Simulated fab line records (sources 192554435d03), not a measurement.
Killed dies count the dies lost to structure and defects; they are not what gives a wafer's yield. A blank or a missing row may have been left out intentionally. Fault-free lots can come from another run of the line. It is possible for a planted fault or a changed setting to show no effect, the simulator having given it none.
Split-lot trial | flow n5Finfet | route with 1938 steps; 7 lots, 21 wafers read

== THE SPLIT ITSELF ==
At N5_BEOL_M7_DESCUM_33 (chemistry O2, time 7 s), the setting timeS was moved away from the recipe's 7 s on 5 of the 21 wafers read, by +5.6% to +14.9%. For the rest of the wafers, this setting stayed at what the recipe calls for.

There is no step in the file separating the split from the reading.

== THE READING ==
CAR-EUV_of_BEOL_M7_COAT_22.thkNm (the simulator's own value, which no gauge read), in nm, at N5_BEOL_M7_ETCH_72 (etches underlayer in N2/H2, target depth 6.5 nm, time 5.2 s). No usual value for it is given in the file. Here, 16 wafers ran the recipe; their average is 20.3 nm with a standard deviation of 0.099 nm.

wafer  | tool, chamber at the split | timeS as run, s | against the recipe | CAR-EUV_of_BEOL_M7_COAT_22.thkNm, nm | against lot-mates on the recipe
L079.2 | rieDiel-03, 1              | 7.934           | +13.3%             | 19.8                                 | -0.6
L079.5 | rieDiel-03, 1,2            | 7               | recipe             | 20.4                                 | -
L079.6 | rieDiel-03, 1,2            | 7               | recipe             | 20.4                                 | -
L080.1 | rieDiel-03, 2,3            | 7.395           | +5.6%              | 20.2                                 | -0.2
L080.2 | rieDiel-03, 1              | 7               | recipe             | 20.4                                 | -
L080.3 | rieDiel-03, 2,3            | 7.395           | +5.6%              | 20                                   | -0.4
L082.4 | rieDiel-05, 2,3,0          | 7               | recipe             | 20.2                                 | -
L082.5 | rieDiel-05, 2,3,0          | 7               | recipe             | 20.2                                 | -
L082.6 | rieDiel-05, 2,3,0          | 7               | recipe             | 20.2                                 | -
L088.1 | rieDiel-05, 2,0,2          | 7               | recipe             | 20.4                                 | -
L088.5 | rieDiel-05, 2,0,2          | 7               | recipe             | 20.4                                 | -
L088.2 | rieDiel-05, 2,0,2          | 7               | recipe             | 20.2                                 | -
L090.1 | rieDiel-05, 2              | 8.041           | +14.9%             | 19.8                                 | -0.4
L090.4 | rieDiel-05, 2              | 8.041           | +14.9%             | 19.8                                 | -0.4
L090.3 | rieDiel-05, 3              | 7               | recipe             | 20.2                                 | -
L094.2 | rieDiel-05, 3,0,1          | 7               | recipe             | 20.4                                 | -
L094.3 | rieDiel-05, 3,0,1          | 7               | recipe             | 20.2                                 | -
L094.4 | rieDiel-05, 3,0,1          | 7               | recipe             | 20.2                                 | -
L097.1 | rieDiel-05, 1,3,3          | 7               | recipe             | 20.4                                 | -
L097.2 | rieDiel-05, 1,3,3          | 7               | recipe             | 20.4                                 | -
L097.4 | rieDiel-05, 1,3,3          | 7               | recipe             | 20.4                                 | -
The file does not say which wafer passed through which chamber wherever a row lists several chambers: such a row stands for several wafers.

THE FIT
A straight line over all 21 wafers: CAR-EUV_of_BEOL_M7_COAT_22.thkNm changes by -0.0357 nm for each +1% of timeS; r = -0.89; the points scatter about the line by 0.097 nm.
The same after taking each lot's own level away (the mean of its wafers on the recipe; 21 wafers): -0.0333 nm for each +1%; r = -0.90; scatter 0.086 nm.
That fit puts the effect of the largest move of timeS on the reading at 0.5 nm.
The span of the lots' own levels, 20.20 to 20.40 nm, comes to 2.0 times the standard deviation stated above.
The two slopes agree, so the slope changes little with the lot-to-lot level.
Check: -0.555 nm against its lot-mates is what the line predicts for one of the wafers moved furthest among these (+14.9%) when that wafer is left out of the fit. It came out at -0.4 nm against them.

== OTHER SPLITS ON THESE WAFERS ==
Before the reading, these wafers also passed through other splits. Each is held against what the fit with the lots' levels taken away leaves over:
other split on the same wafers | wafers away from the commonest value | r with CAR-EUV_of_BEOL_M7_COAT_22.thkNm (lot level and that fit taken away)
N5_BEOL_M4_COAT_22 spinRpm     | 5                                    | -0.23
N5_BEOL_M5_ETCH_41 sourceW     | 7                                    | +0.19
N5_BEOL_M6_ALD_77 aldCycles    | 6                                    | -0.16

== FILE'S OWN FIT ==
CAR-EUV_of_BEOL_M7_COAT_22.thkNm changes by -0.0363 nm for each +1% of timeS, r = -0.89.
